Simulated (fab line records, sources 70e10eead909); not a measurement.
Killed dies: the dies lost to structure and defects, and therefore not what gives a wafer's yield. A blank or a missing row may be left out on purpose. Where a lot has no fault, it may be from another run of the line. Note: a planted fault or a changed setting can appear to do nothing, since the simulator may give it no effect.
A lot that was struck, set against a sound lot | flow nand-harc | 15 steps out of a route of 1159
Sound: these wafers, L611.2, L611.3, L611.5. Struck: wafers L618.1, L618.2, L618.3. The cause is given at the end.
Per side, at each step with rows, come the tool, then ch with its chambers, and then its first start. Under that, the readings that differ: sound wafers | struck wafers | difference of the means | sigmas: that difference in standard deviations of wafers without a fault.
alike: a reading whose means differ by less than 2 such deviations, as well as words and numbers matching on both sides. not compared: withheld readings; readings where some wafer has no value; bounds like >300 that might hide an equal value; numbers whose values overlap and for which the record gives no deviation.
The two part at a step that has a row with sigmas, a row that says differs or no value, or rows on one side only. Numbers that have no deviation but don't overlap get no sigmas and don't part them. Lack of a reading on every wafer of one side parts them only where that side has two or more wafers.

first, 4 steps without rows for these wafers: NHARC_A_M0_EBR_05; NHARC_A_M0_EXPOSE_06 (exposes mask A M0, target cd 80 nm); NHARC_A_M0_PEB_07 (peb time 65 s); NHARC_A_M0_DEVELOP_08 (develop time 35 s).
NHARC_A_M0_CD_MEAS_09: the cd target is 80 nm.
  sound on cd-sem-02 ch 0, day 19 09:01; struck on cd-sem-01 ch 0, day 20 21:31
  alike: cd-nm
NHARC_A_M0_OVL_MEAS_10: pitch 160 nm.
  struck on overlay-02, day 20 21:36; sound on overlay-01, day 19 09:06
  alike: overlay-x-nm, overlay-y-nm
NHARC_A_M0_INSPECT_11:
  struck on defect-inspect-02, day 20 21:38; sound on defect-inspect-02, day 19 09:10
  alike: raw-defect-count
NHARC_A_M0_DESCUM_14: chemistry O2, time 3 s.
  sound on rie-diel-01 ch 0,1,2, day 19 09:13; struck on rie-diel-05 ch 1,2,3, day 20 21:42
  alike: drypump-motor-current-A, oes-product-au, rf-vpp-V, showerhead-plenum-p-Torr, throttle-valve-pct
  not compared: rf-hours-counter-h
NHARC_A_M0_ETCH_34: etches the open film in N2/H2, target depth 40 nm, overetch 12 nm, time 43.94 s.
  sound on rie-diel-01 ch 0,1,3, day 19 09:18; struck on rie-diel-05 ch 0,1,3, day 20 21:47
  alike: drypump-motor-current-A, oes-product-au, rf-vpp-V, showerhead-plenum-p-Torr, throttle-valve-pct
  not compared: rf-hours-counter-h
NHARC_A_M0_ETCH_15: etches the open film in C4F8/Ar, target depth 150 nm, overetch 15 nm, time 82.5 s.
  sound on rie-diel-01 ch 0,2; struck on rie-diel-05 ch 0,1,3
  reading               | sound             | struck            | difference | sigmas
  oes-product-au (a.u.) | 0.951 0.994 0.953 | 0.914 0.928 0.901 | -0.052     | -2
  alike: rf-vpp-V
  not compared: rf-hours-counter-h
NHARC_A_M0_CD_MEAS_16:
  struck on cd-sem-01, day 20 22:00; sound on cd-sem-01, day 19 09:31
  alike: cd-nm
NHARC_A_M0_STRIP_18: strips in N2/H2.
  sound on rie-diel-09 ch 0,3, day 19 09:38; struck on rie-diel-01 ch 0,1,2, day 20 22:05
  alike: chamber-pressure-mTorr, drypump-motor-current-A, oes-product-au, rf-vpp-V, showerhead-plenum-p-Torr, throttle-valve-pct
  not compared: rf-hours-counter-h
NHARC_A_M0_STRIP_19: strips in post etch residue remover, time 600 s.
  sound on wet-bench-02 ch 0,2,5, day 19 09:53; struck on wet-bench-04 ch 2,3,7, day 20 22:22
  no value came back on the struck wafers for bath-heat-duty-pct (%), run-length-s (s); on the sound wafers bath-heat-duty-pct (%) reads 14.6 13.7 13.3
NHARC_A_M0_DEGAS_28: time 60 s.
  struck on pvd-sputter-02, day 20 22:39; sound on pvd-sputter-03, day 19 10:10
  alike: heater-power-w
NHARC_END_SORT_01:
  sound on prober-02 ch 0, day 21 03:09; struck on prober-01 ch 0, day 22 17:01
  alike: defect-limited-yield, killed-at-array, killed-at-other, killed-at-periphery, killed-dies, killed-open, killed-short, sort_bin_2_pct, sort_bin_3_pct, sort_bin_4_pct, sort-n-pass, sort-rim-yield-pct, sort-yield-pct

## WHERE THEY PART
Last at NHARC_A_M0_STRIP_19 as far as this record goes, first at NHARC_A_M0_ETCH_15. Later steps at which nothing parts them and some readings are alike: NHARC_A_M0_DEGAS_28, NHARC_END_SORT_01.

WHY: what had been put in by the simulator
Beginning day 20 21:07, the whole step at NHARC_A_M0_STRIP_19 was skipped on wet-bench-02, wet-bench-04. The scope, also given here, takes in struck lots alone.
